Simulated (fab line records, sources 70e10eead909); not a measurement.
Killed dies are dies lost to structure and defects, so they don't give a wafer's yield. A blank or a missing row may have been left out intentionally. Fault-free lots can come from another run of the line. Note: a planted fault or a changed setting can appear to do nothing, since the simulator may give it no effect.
Chamber matching ; flow nandHarc ; NHARC_A_DECK1_JOINT_DEP_16 on pecvd-01 has 3 sister chambers
The step deposits SiO2, target thk 45 nm. 14 wafers are shown with their chamber, then 7 later ones without.

## WAFERS, EACH WITH ITS CHAMBER
wafer;chamber;heaterPowerW (W);throttleValvePct (%);mfcPrecursorSccm (sccm)
L074.2;0;760;15.5;161.8
L074.5;2;591;16.3;161.6
L074.6;0;759;15.2;161.4
L077.1;1;481;16.5;160.5
L077.2;0;805;15.3;161.3
L077.5;2;508;16.6;160.8
L081.2;0;897;14.9;161.3
L081.3;1;532;15.9;160.4
L081.5;2;487;16.0;161.3
L084.1;1;550;16.3;161.3
L084.2;2;578;16.0;161.6
L084.6;2;571;16.2;161.2
L085.1;1;488;16.2;161.2
L085.3;0;849;15.1;161.1

SIGNATURES, as means of the wafers listed above
reading;chamber 0;chamber 1;chamber 2;scatter within a chamber
heaterPowerW;814.00;512.75;547.00;48.7
throttleValvePct;15.200;16.225;16.220;0.24
mfcPrecursorSccm;161.380;160.850;161.300;0.351
Rule: distance of a wafer from a chamber = root of the sum over the readings of ((wafer's reading minus chamber's mean) / reading's scatter) squared. If the next closest chamber is less than 2 further off than the closest, the wafer can't be placed; otherwise it belongs to the closest. The scatter: take each reading less its chamber's mean, square it, sum over the shown wafers, divide by the number of wafers less the number of chambers, and take the root.

## WAFERS WITHOUT THEIR CHAMBER
wafer;heaterPowerW (W);throttleValvePct (%);mfcPrecursorSccm (sccm)
L085.6;828;15.1;160.8
L090.1;516;16.1;161.6
L090.3;861;15.5;161.1
L090.6;509;15.8;161.7
L092.2;475;16.3;162.1
L092.3;554;16.2;161.5
L092.4;578;16.0;162.0

## THE CHAMBER EACH PASSED THROUGH
wafer;from the rows above;in truth
L085.6;0;0
L090.1;can't be placed: 2 or 1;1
L090.3;0;0
L090.6;can't be placed: 2 or 1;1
L092.2;can't be placed: 2 or 1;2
L092.3;can't be placed: 2 or 1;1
L092.4;can't be placed: 2 or 1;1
Placed correctly: 2 of 7. Not placeable from these rows: 5 (in 5, the candidates include the true chamber). Placed wrongly: 0.
